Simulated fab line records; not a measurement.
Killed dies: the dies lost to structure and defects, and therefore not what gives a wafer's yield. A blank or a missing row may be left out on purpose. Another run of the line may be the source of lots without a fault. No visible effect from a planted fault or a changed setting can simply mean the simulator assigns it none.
Matching of chambers ; flow n5_finfet ; 3 sister chambers for N5_BEOL_M13_DEP_53 on pecvd-02
The step deposits SiCN from 3MS/NH3, target thk 50 nm, time 17.8 s. 3 wafers are shown with their chamber, then 11 later ones without.

WAFERS, EACH WITH ITS CHAMBER
wafer;chamber;showerhead_plenum_p_Torr (Torr)
L082.5;1;4.135
L082.6;0;4.158
L092.3;2;4.167

WAFERS MISSING THEIR CHAMBER
wafer;showerhead_plenum_p_Torr (Torr)
L092.5;4.154
L092.6;4.164
L093.1;4.160
L093.3;4.134
L093.6;4.157
L094.1;4.158
L094.3;4.165
L094.4;4.161
L097.2;4.149
L097.3;4.175
L097.6;4.173

EACH ONE'S CHAMBER
wafer;from the rows above;in truth
L092.5;can't be placed: 0 or 2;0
L092.6;can't be placed: 2 or 0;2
L093.1;can't be placed: 0 or 2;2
L093.3;1;1
L093.6;can't be placed: 0 or 2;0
L094.1;can't be placed: 0 or 2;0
L094.3;can't be placed: 2 or 0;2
L094.4;can't be placed: 0 or 2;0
L097.2;can't be placed: 0 or 1 or 2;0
L097.3;can't be placed: 2 or 0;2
L097.6;can't be placed: 2 or 0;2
Correct placement for 1 of the 11. From these rows, 10 cannot be placed; in 10 the true chamber is one of the candidates. Number placed wrongly: 0.
How it was worked out, from the rows above alone: a wafer's distance from a chamber is the root of the sum, over the readings, of the square of ((its reading less the chamber's mean) divided by the reading's scatter). The wafer belongs to the nearest chamber; if the next one is less than 2 further off, it can't be placed. Each chamber's mean is taken over the wafers shown for it. The scatter (one wafer shown for each chamber): square how far every hidden wafer sits from the nearest shown wafer, average those squares and take the square root.
